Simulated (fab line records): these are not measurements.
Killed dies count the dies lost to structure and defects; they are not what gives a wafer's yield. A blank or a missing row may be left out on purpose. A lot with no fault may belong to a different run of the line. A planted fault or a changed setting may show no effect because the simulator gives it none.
fab line records	flow n5Finfet
record: lots: 10	wafers: 29	lastDay: 18
route steps=1938 shown WELL_APT@43 PMOS_HMC_CHANNEL_EPI@67 BEOL_M4@1111 PASSIVATION@1936
lots that met no fault: from a run of the same line without faults
startH: hours from the record's first day to the start of the lot's first wafer shown	waitH: hours elapsed since this lot's preceding step	" identical to the entry in the row above	L1.1+2: one row covering several wafers at once	- value missing, or start not given	* or withheld: withheld	< > ~ a bound
route shown NAME@n: names a module that has steps shown in the file, with the first one's number in the route	usual: mean and standard deviation over wafers with no fault	same: alike in all rows	chamber/n: place in a boat	sites: the reading at each site	_std_site: the values' standard deviation	_edge_site: outer sites' mean less inner sites'	radiusMm: how far each site lies from the wafer's centre	mask NAME#n: copy n	behind: the most recent tool/chamber to have shaped the wafer	hold: the reason the lot was held/the length of the hold in hours/how it ended	device: transistor that didn't switch, given as n, p or np	end of line: the route-end tests of the same wafers	for a step that has no rows: nothing shown but its recipe	killed: dies lost to structure and defects at the first sort, not the wafer's yield	map: dies across one wafer; x = killed, . = not, _ = none there
set.NAME: the setting that was run; set.NAME@STEP: the one run at that earlier step	model.NAME: the simulator's own value behind a step, which no gauge read
one table for each step of the route and one row for each wafer, over a sample of lots
services: when a tool's chamber went out of use (startH, in hours from the record's first day, below 0 if earlier), for how many hours, and the reason
== steps ==
step: N5_WELL_APT_CD_MEAS_25
recipe: targetCdNm: 200	landingEnergyEv: 500	detector: seInlens
usual: cdNm: 199.9/1.6
lot.wafer	tool	chamber	startH	waitH	cdNm
L399.1	cdSem-03	0	21.14	-	199.3
L399.2	"	0	"	"	199.0
L399.5	"	0	"	"	198.7
L400.2	cdSem-03	0	26.69	-	201.8
L400.3	"	0	"	"	198.6
L400.4	"	0	"	"	196.3
L401.1	cdSem-02	0	33.36	-	200.8
L401.3	"	0	"	"	199.3
L401.4	"	0	"	"	198.6
L403.2	cdSem-01	0	44.97	-	202.2
L403.4	"	0	"	"	198.5
L403.6	"	0	"	"	200.4
L405.1	cdSem-01	0	57.32	-	199.6
L405.3	"	0	"	"	199.7
L405.6	"	0	"	"	200.9
L407.1	cdSem-01	0	68.94	-	200.6
L407.3	"	0	"	"	198.6
L407.4	"	0	"	"	198.8
L408.1	cdSem-01	0	75.17	-	199.6
L408.3	"	0	"	"	202.3
L408.6	"	0	"	"	202.6
L409.3	cdSem-01	0	81.32	-	200.2
L409.4	"	0	"	"	200.1
L409.5	"	0	"	"	200.7
L417.3	cdSem-03	0	129.89	-	200.3
L417.5	"	0	"	"	200.9
L421.1	cdSem-02	0	154.34	-	196.8
L421.4	"	0	"	"	197.3
L421.6	"	0	"	"	197.8
step: N5_WELL_APT_EPI_41
recipe: material: Si	targetThkA: 500	tempC: 650	precursor: SiH4/H2	pressureTorr: 20	timeS: 297.7
usual: throttleValvePct: 11.6/0.49
lot.wafer	tool	chamber	startH	waitH	throttleValvePct
L399.1	epiRpcvd-01	0	22.35	0.0	11.6
L399.2	"	0	"	"	11.6
L399.5	"	0	"	"	11.7
L400.2	epiRpcvd-03	0	28.03	0.2	11.0
L400.3	"	0	"	"	10.8
L400.4	"	0	"	"	11.1
L401.1	epiRpcvd-01	0	34.47	0.0	11.7
L401.3	"	0	"	"	11.5
L401.4	"	0	"	"	11.6
L403.2	epiRpcvd-03	0	46.33	0.2	10.7
L403.4	"	0	"	"	10.9
L403.6	"	0	"	"	11.4
L405.1	epiRpcvd-03	0	59.03	0.0	10.9
L405.3	"	0	"	"	11.0
L405.6	"	0	"	"	11.1
L407.1	epiRpcvd-04	0	70.29	0.0	12.3
L407.3	"	0	"	"	12.0
L407.4	"	0	"	"	12.1
L408.1	epiRpcvd-04	0	76.26	0.0	12.3
L408.3	"	0	"	"	12.1
L408.6	"	0	"	"	12.2
L409.3	epiRpcvd-01	0	82.86	0.3	11.8
L409.4	"	0	"	"	11.7
L409.5	"	0	"	"	11.6
L417.3	epiRpcvd-03	0	132.00	0.3	10.7
L417.5	"	0	"	"	10.9
L421.1	epiRpcvd-01	0	155.71	0.0	11.6
L421.4	"	0	"	"	11.8
L421.6	"	0	"	"	11.4
step: N5_PMOS_HMC_CHANNEL_EPI_INSPECT_11
recipe: mode: adi	inspectInstrument: macro
usual: rawDefectCount: 2/1.4
lot.wafer	tool	chamber	startH	waitH	rawDefectCount
L399.1	defectInspect-01	-	23.68	0.0	1
L399.2	"	-	"	"	3
L399.5	"	-	"	"	1
L400.2	defectInspect-01	-	29.12	0.0	3
L400.3	"	-	"	"	3
L400.4	"	-	"	"	2
L401.1	defectInspect-02	-	35.82	0.0	1
L401.3	"	-	"	"	2
L401.4	"	-	"	"	2
L403.2	defectInspect-02	-	47.41	0.0	4
L403.4	"	-	"	"	0
L403.6	"	-	"	"	1
L405.1	defectInspect-01	-	60.62	0.0	4
L405.3	"	-	"	"	2
L405.6	"	-	"	"	3
L407.1	defectInspect-02	-	71.50	0.0	1
L407.3	"	-	"	"	2
L407.4	"	-	"	"	3
L408.1	defectInspect-02	-	77.87	0.0	1
L408.3	"	-	"	"	0
L408.6	"	-	"	"	0
L409.3	defectInspect-02	-	83.93	0.0	2
L409.4	"	-	"	"	3
L409.5	"	-	"	"	2
L417.3	defectInspect-02	-	133.07	0.0	1
L417.5	"	-	"	"	3
L421.1	defectInspect-01	-	157.33	0.0	2
L421.4	"	-	"	"	1
L421.6	"	-	"	"	0
step: N5_PMOS_HMC_CHANNEL_EPI_ETCH_38
recipe: chemistry: CF4	target: SiO2	targetDepthA: 15	ionEnergyEv: 350	pressureMtorr: 10	icpW: 800	biasW: 400	cf4FlowSccm: 80
usual: cf4FlowSccm: 80.01/0.23	drypumpMotorCurrentA: 5.6/0.51	oesProductAu: 0.999/0.018	throttleValvePct: 21.76/0.18
lot.wafer	tool	chamber	startH	waitH	cf4FlowSccm	drypumpMotorCurrentA	oesProductAu	rfHoursCounterH	throttleValvePct
L399.1	rieSi-02	1	24.16	0.0	79.68	6.5	0.988	115	21.91
L399.2	"	2	"	"	80.01	5.2	1.014	38	21.93
L399.5	"	2	"	"	79.91	5.2	1.007	-	21.92
L400.2	rieSi-04	3	29.59	0.0	79.89	5.3	0.973	115	21.93
L400.3	"	0	"	"	80.39	5.8	0.997	59	21.68
L400.4	"	1	"	"	80.55	5.0	1.022	6	21.76
L401.1	rieSi-02	0	36.60	0.0	80.25	6.0	1.006	202	21.78
L401.3	"	1	"	"	79.94	6.5	0.982	115	21.91
L401.4	"	2	"	"	79.84	5.1	1.013	38	21.93
L403.2	rieSi-04	1	48.09	0.0	79.93	5.0	1.022	7	21.75
L403.4	"	0	"	"	79.67	5.7	1.007	59	21.67
L403.6	"	2	"	"	79.88	5.6	1.002	-	21.66
L405.1	rieSi-02	0	61.10	0.0	79.72	6.0	1.010	203	21.79
L405.3	"	1	"	"	80.15	6.5	0.988	116	21.92
L405.6	"	2	"	"	80.45	5.2	1.008	-	21.91
L407.1	rieSi-05	2	71.97	0.0	80.39	5.8	0.974	84	21.85
L407.3	"	3	"	"	80.37	6.4	1.011	140	21.50
L407.4	"	1	"	"	79.85	5.1	1.000	30	21.44
L408.1	rieSi-05	1	78.36	0.0	80.03	5.0	1.017	31	21.43
L408.3	"	2	"	"	79.64	5.8	0.978	84	21.86
L408.6	"	2	"	"	79.76	5.8	0.987	-	21.85
L409.3	rieSi-04	2	84.43	0.0	79.67	5.6	0.995	121	21.68
L409.4	"	3	"	"	80.15	5.3	0.970	116	21.94
L409.5	"	0	"	"	80.04	5.7	1.005	-	21.67
L417.3	rieSi-04	0	133.94	0.0	80.11	5.8	1.419	61	21.81
L417.5	"	3	"	"	80.08	5.3	1.374	-	22.07
L421.1	rieSi-05	3	158.23	0.0	80.23	6.3	1.021	142	21.51
L421.4	"	0	"	"	79.78	5.1	1.003	9	22.04
L421.6	"	1	"	"	79.71	5.0	1.006	-	21.43
step: N5_BEOL_M4_RC_MEAS_101
usual: DIBL_N: 35.9/1.3	DIBL_P: 36.3/1.5	IOFF_N: 0.153/0.023	IOFF_P: 0.208/0.028	ION_N: 672/9.7	ION_P: 462/6.6	SS_N: 71.5/0.53	SS_P: 73.3/0.59	VT_N: 250.4/2.7	VT_P: -250.5/3
lot.wafer	tool	chamber	startH	waitH	DIBL_N[mV/V]	DIBL_P[mV/V]	IOFF_N[nA/um]	IOFF_P[nA/um]	ION_N[uA/um]	ION_P[uA/um]	SS_N[mV/dec]	SS_P[mV/dec]	VT_N[mV]	VT_P[mV]
L399.1	prober-01	0	183.96	0.0	35.9	35.8	0.154	0.189	673	457	71.3	73.1	251.8	-254.4
L399.2	"	0	"	"	37.1	37.6	0.182	0.213	677	457	71.6	73.7	251.6	-250.9
L399.5	"	0	"	"	37.2	37.0	0.181	0.215	684	465	72.2	74.0	248.6	-250.2
L400.2	prober-02	0	194.10	0.2	34.1	36.7	0.150	0.207	674	467	71.5	73.5	247.2	-250.3
L400.3	"	0	"	"	33.4	36.1	0.139	0.206	665	463	71.5	73.4	248.8	-250.9
L400.4	"	0	"	"	34.4	36.6	0.148	0.195	664	455	71.6	73.8	246.3	-252.2
L401.1	prober-01	0	200.32	0.0	37.3	37.6	0.186	0.275	672	470	72.6	73.6	245.2	-245.2
L401.3	"	0	"	"	35.1	34.8	0.148	0.214	670	469	71.1	72.8	250.7	-248.0
L401.4	"	0	"	"	38.7	39.2	0.218	0.307	690	478	73.0	73.3	246.7	-243.2
L403.2	prober-02	0	211.64	0.2	35.9	36.9	0.143	0.198	655	451	71.9	72.9	253.9	-255.0
L403.4	"	0	"	"	37.1	38.6	0.173	0.225	671	461	71.3	73.9	248.6	-249.8
L403.6	"	0	"	"	34.8	36.6	0.137	0.194	666	459	70.9	72.7	251.7	-250.7
L405.1	prober-01	0	225.15	0.0	37.4	38.0	0.171	0.221	674	466	72.1	74.5	248.5	-248.4
L405.3	"	0	"	"	37.9	38.7	0.185	0.240	677	466	70.7	74.4	249.1	-250.1
L405.6	"	0	"	"	38.0	39.7	0.196	0.259	682	477	72.0	74.4	246.2	-249.4
L407.1	prober-02	0	227.20	0.0	35.7	35.8	0.135	0.180	675	460	71.3	73.6	253.1	-249.9
L407.3	"	0	"	"	37.4	38.7	0.173	0.224	684	471	71.7	73.5	247.8	-248.1
L407.4	"	0	"	"	37.4	38.2	0.169	0.213	686	464	71.9	73.1	247.4	-251.0
L408.1	prober-01	0	236.63	0.0	35.1	34.6	0.125	0.201	666	466	70.8	72.6	253.6	-245.9
L408.3	"	0	"	"	35.7	35.3	0.141	0.216	670	462	71.6	73.7	248.8	-247.0
L408.6	"	0	"	"	35.5	34.3	0.130	0.203	668	463	71.7	73.0	253.1	-245.9
L409.3	prober-01	0	243.81	0.3	35.8	35.2	0.141	0.200	670	462	71.3	73.0	252.4	-250.8
L409.4	"	0	"	"	34.1	32.7	0.116	0.167	649	450	70.6	72.7	257.0	-254.7
L409.5	"	0	"	"	34.7	34.5	0.120	0.191	654	464	70.8	73.3	253.8	-251.3
L417.3	prober-01	0	303.42	0.8	33.7	34.3	0.136	0.213	665	462	70.9	73.3	251.6	-247.8
L417.5	"	0	"	"	33.9	34.7	0.137	0.212	670	466	70.4	72.4	250.3	-248.5
L421.1	prober-02	0	336.40	0.0	35.8	35.8	0.145	0.211	689	473	70.6	72.9	248.5	-249.6
L421.4	"	0	"	"	35.0	34.7	0.134	0.189	679	469	70.9	72.8	250.8	-249.5
L421.6	"	0	"	"	35.3	34.6	0.136	0.192	672	462	70.7	73.1	250.5	-249.6
step: N5_PASSIVATION_PROBE_49
usual: defectLimitedYield: 91.1/1.5	killed_at_M0_to_M3: 35/9.5	killed_at_M4_up: 13/5.2	killedAtContacts: 12/6.1	killedAtFrontEnd: 41/14	killedAtOther: 3.8/2.9	killedDies: 105/17	killedOnRim: 13/4.1	killedOpen: 70/13	killedShort: 33/8.4	sort_bin_5_function: 5.1/0.97	sort_bin_6_memory: 3.4/0.69	sortNPass: 1075/17	sortYieldPct: 91.1/1.5
same: grossDies: 1180	killedAtBackSide: 0	sort_bin_4_leakage[%]: 0	sort_bin_8_speed[%]: 0
lot.wafer	tool	chamber	startH	waitH	defectLimitedYield[%]	killed_at_M0_to_M3	killed_at_M4_up	killedAtContacts	killedAtFrontEnd	killedAtOther	killedDies	killedOnRim	killedOpen	killedShort	sort_bin_5_function[%]	sort_bin_6_memory[%]	sortNPass	sortYieldPct[%]
L400.2	prober-02	-	298.25	0.1	90.2	49	8	14	35	10	116	15	69	47	5.9	3.6	1064	90.2
L400.3	prober-02	-	298.30	0.1	89.9	51	14	7	45	2	119	20	72	46	5.8	3.8	1061	89.9
L400.4	prober-02	-	298.35	0.2	91.3	35	7	10	47	4	103	11	60	42	4.6	3.9	1077	91.3
L401.1	prober-01	-	302.81	0.3	89.3	51	17	10	45	3	126	15	96	30	6.3	4.1	1054	89.3
L401.3	prober-01	-	302.91	0.4	90.3	54	14	6	37	3	114	12	75	36	5.7	3.7	1066	90.3
L401.4	prober-01	-	302.96	0.5	89.7	28	12	17	61	3	121	21	81	40	5.4	4.5	1059	89.7
L405.1	prober-01	-	332.17	0.0	91.5	42	10	10	30	8	100	13	67	31	4.4	3.6	1080	91.5
L405.3	prober-01	-	332.27	0.1	93.6	29	15	9	19	3	75	9	58	17	3.3	3.1	1105	93.6
L405.6	prober-01	-	332.42	0.3	92.9	47	11	4	15	7	84	8	51	31	4.6	2.1	1096	92.9
L408.1	prober-02	-	337.64	0.0	91.7	31	7	10	46	4	98	9	64	34	4.8	3.1	1082	91.7
L408.3	prober-02	-	337.74	0.1	91.4	56	7	7	31	1	102	8	69	33	4.3	3.6	1078	91.4
L408.6	prober-02	-	337.89	0.3	93.2	35	10	7	27	1	80	12	58	21	4.2	2.2	1100	93.2
L409.3	prober-01	-	354.44	0.1	91.8	38	16	11	29	3	97	8	59	37	4.8	3.1	1083	91.8
L409.4	prober-01	-	354.49	0.2	91.4	32	16	21	29	4	102	9	73	26	5.2	3.4	1078	91.4
L409.5	prober-01	-	354.54	0.2	92.1	27	16	10	39	1	93	13	61	30	4.4	3.0	1087	92.1
L421.1	prober-02	-	443.34	0.0	89.3	36	24	19	47	0	126	14	83	43	6.7	3.6	1054	89.3
L421.4	prober-02	-	443.49	0.2	87.9	38	8	10	86	1	143	26	86	57	8.0	3.6	1037	87.9
L421.6	prober-02	-	443.59	0.3	90.1	29	9	9	66	4	117	17	79	38	5.5	3.7	1063	90.1
killed by level:class
L400.2 BEOL_M0_SAQP:geometricParticle:short=11 BEOL_M1:geometricParticle:open=10 MOL_CONTACT_COAG:geometricParticle:open=9 FIN_SAQP:geometricParticle:short=8 BEOL_M0_SAQP:geometricParticle:open=7 STI_FIN_REVEAL:geometricParticle:open=6 BEOL_M2:geometricParticle:open=6 BEOL_M3:geometricParticle:open=6
L400.3 FIN_SAQP:geometricParticle:short=14 BEOL_M3:geometricParticle:open=8 BEOL_M0_SAQP:geometricParticle:open=8 BEOL_M1:geometricParticle:open=8 BEOL_M2:geometricParticle:open=8 GATE_CUT:geometricParticle:short=7 GATE_CUT:geometricParticle:open=7 FIN_SAQP:geometricParticle:open=6
L400.4 FIN_SAQP:geometricParticle:short=12 BEOL_M2:geometricParticle:open=10 FIN_SAQP:geometricParticle:open=9 MOL_CONTACT_COAG:geometricParticle:open=8 BEOL_M1:geometricParticle:open=8 GATE_CUT:geometricParticle:short=6 BEOL_M0_SAQP:geometricParticle:short=6 STI_FIN_REVEAL:geometricParticle:open=5
L401.1 FIN_SAQP:geometricParticle:open=14 BEOL_M4:geometricParticle:open=13 DUMMY_GATE:geometricParticle:open=11 BEOL_M3:geometricParticle:open=10 MOL_CONTACT_COAG:geometricParticle:open=8 BEOL_M2:geometricParticle:open=8 STI_FIN_REVEAL:geometricParticle:open=7 BEOL_M0_SAQP:geometricParticle:open=6
L401.3 BEOL_M1:geometricParticle:open=17 BEOL_M0_SAQP:geometricParticle:short=9 BEOL_M0_SAQP:geometricParticle:open=9 DUMMY_GATE:geometricParticle:open=8 BEOL_M2:geometricParticle:open=7 FIN_SAQP:geometricParticle:open=6 BEOL_M4:geometricParticle:open=5 FIN_SAQP:geometricParticle:short=4
L401.4 DUMMY_GATE:geometricParticle:open=19 STI_FIN_REVEAL:geometricParticle:open=12 MOL_CONTACT_COAG:geometricParticle:open=11 FIN_SAQP:geometricParticle:open=10 BEOL_M0_SAQP:geometricParticle:open=10 BEOL_M0_SAQP:geometricParticle:short=7 MOL_CONTACT_COAG:geometricParticle:short=6 BEOL_M4:geometricParticle:open=6
L405.1 BEOL_M0_SAQP:geometricParticle:short=14 BEOL_M0_SAQP:geometricParticle:open=11 MOL_CONTACT_COAG:geometricParticle:open=10 BEOL_M1:geometricParticle:open=8 STI_FIN_REVEAL:geometricParticle:open=7 DUMMY_GATE:geometricParticle:open=6 GATE_CUT:geometricParticle:short=5 BEOL_M5:geometricParticle:open=5
L405.3 BEOL_M0_SAQP:geometricParticle:open=11 MOL_CONTACT_COAG:geometricParticle:open=9 BEOL_M0_SAQP:geometricParticle:short=7 BEOL_M2:geometricParticle:open=7 FIN_SAQP:geometricParticle:open=5 BEOL_M4:geometricParticle:open=5 BEOL_M3:geometricParticle:open=4 BEOL_M6:geometricParticle:open=4
L405.6 BEOL_M0_SAQP:geometricParticle:open=17 BEOL_M0_SAQP:geometricParticle:short=14 STI_FIN_REVEAL:geometricParticle:open=5 BEOL_M2:geometricParticle:open=5 BEOL_M5:geometricParticle:open=5 MOL_CONTACT_COAG:geometricParticle:open=3 BEOL_M3:geometricParticle:short=3 FIN_SAQP:geometricParticle:open=2
L408.1 FIN_SAQP:geometricParticle:short=12 FIN_SAQP:geometricParticle:open=10 BEOL_M3:geometricParticle:open=9 STI_FIN_REVEAL:geometricParticle:open=6 BEOL_M1:geometricParticle:open=6 MOL_CONTACT_COAG:geometricParticle:open=5 MOL_CONTACT_COAG:geometricParticle:short=5 BEOL_M2:geometricParticle:open=5
L408.3 BEOL_M0_SAQP:geometricParticle:open=13 BEOL_M2:geometricParticle:open=13 BEOL_M0_SAQP:geometricParticle:short=10 STI_FIN_REVEAL:geometricParticle:open=8 MOL_CONTACT_COAG:geometricParticle:open=7 FIN_SAQP:geometricParticle:short=5 STI_FIN_REVEAL:geometricParticle:short=5 BEOL_M0:geometricParticle:open=5
L408.6 BEOL_M2:geometricParticle:open=14 STI_FIN_REVEAL:geometricParticle:open=9 BEOL_M0_SAQP:geometricParticle:open=7 MOL_CONTACT_COAG:geometricParticle:open=7 FIN_SAQP:geometricParticle:short=4 BEOL_M0:geometricParticle:short=4 FIN_SAQP:geometricParticle:open=3 DUMMY_GATE:geometricParticle:open=3
L409.3 BEOL_M0_SAQP:geometricParticle:short=12 BEOL_M4:geometricParticle:open=8 MOL_CONTACT_COAG:geometricParticle:open=7 BEOL_M0_SAQP:geometricParticle:open=6 BEOL_M2:geometricParticle:open=6 BEOL_M3:geometricParticle:open=6 STARTING-WAFER:geometricParticle:short=5 FIN_SAQP:geometricParticle:short=4
L409.4 MOL_CONTACT_COAG:geometricParticle:open=17 BEOL_M0_SAQP:geometricParticle:open=10 STI_FIN_REVEAL:geometricParticle:open=9 BEOL_M0_SAQP:geometricParticle:short=9 FIN_SAQP:geometricParticle:short=5 FIN_SAQP:geometricParticle:open=5 BEOL_M3:geometricParticle:open=5 BEOL_M5:geometricParticle:open=5
L409.5 FIN_SAQP:geometricParticle:open=8 MOL_CONTACT_COAG:geometricParticle:open=8 FIN_SAQP:geometricParticle:short=7 BEOL_M0_SAQP:geometricParticle:open=7 STI_FIN_REVEAL:geometricParticle:open=6 GATE_CUT:geometricParticle:open=5 BEOL_M0_SAQP:geometricParticle:short=5 BEOL_M0:geometricParticle:open=5
L421.1 MOL_CONTACT_COAG:geometricParticle:open=17 FIN_SAQP:geometricParticle:open=11 BEOL_M2:geometricParticle:open=10 FIN_SAQP:geometricParticle:short=9 BEOL_M0_SAQP:geometricParticle:short=6 BEOL_M4:geometricParticle:open=6 BEOL_M0_SAQP:geometricParticle:open=6 BEOL_M5:geometricParticle:open=6
L421.4 FIN_SAQP:geometricParticle:short=23 STI_FIN_REVEAL:geometricParticle:open=19 FIN_SAQP:geometricParticle:open=12 BEOL_M2:geometricParticle:open=12 GATE_CUT:geometricParticle:short=11 MOL_CONTACT_COAG:geometricParticle:open=10 BEOL_M0_SAQP:geometricParticle:short=9 DUMMY_GATE:geometricParticle:open=8
L421.6 STI_FIN_REVEAL:geometricParticle:open=28 FIN_SAQP:geometricParticle:short=12 BEOL_M3:geometricParticle:open=10 MOL_CONTACT_COAG:geometricParticle:open=7 DUMMY_GATE:geometricParticle:open=5 BEOL_M0_SAQP:geometricParticle:short=5 BEOL_M0_SAQP:geometricParticle:open=4 STARTING-WAFER:geometricParticle:short=4
== services ==
tool	chamber	startH	hours	kind
epiRpcvd-04	-	2.41	0.8	repair
epiRpcvd-04	-	29.18	2.8	pm
epiRpcvd-03	-	34.72	0.3	repair
rieSi-02	-	49.66	2.8	pm
epiRpcvd-03	-	62.27	2.8	pm
rieSi-02	0	63.09	-	clean
rieSi-02	0	63.09	15.3	scheduledDown
rieSi-02	0	63.09	15.3	ventCycle
rieSi-05	-	97.53	2.8	pm
rieSi-05	1	101.46	4.7	repair
rieSi-02	3	105.71	-	clean
rieSi-02	3	105.71	30.4	scheduledDown
rieSi-02	3	105.71	30.4	ventCycle
epiRpcvd-01	-	116.06	14.6	pm
epiRpcvd-01	-	130.66	2.8	pm
epiRpcvd-03	-	146.98	6.0	pm
== key ==
firstSign: step: N5_PMOS_HMC_CHANNEL_EPI_ETCH_38	reading: oesProductAu	direction: up	sigmas: 23	usual: 0.999	struck: 1.396
effect none on later readings
metAt N5_PMOS_HMC_CHANNEL_EPI_ETCH_38
struckLots L417
struckWafers L417.3,L417.5
notActingAt N5_WELL_APT_CD_MEAS_25,N5_WELL_APT_EPI_41,N5_PMOS_HMC_CHANNEL_EPI_INSPECT_11
onsetBetween 84.43 133.94
fault: kind: processParameterDrift	tool: rieSi-04	chamber: -	onsetH: 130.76	steps: N5_PMOS_HMC_CHANNEL_EPI_ETCH_38	channel: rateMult	offset: 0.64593	shape: step	endH: 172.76	scope: struckWafersOnly
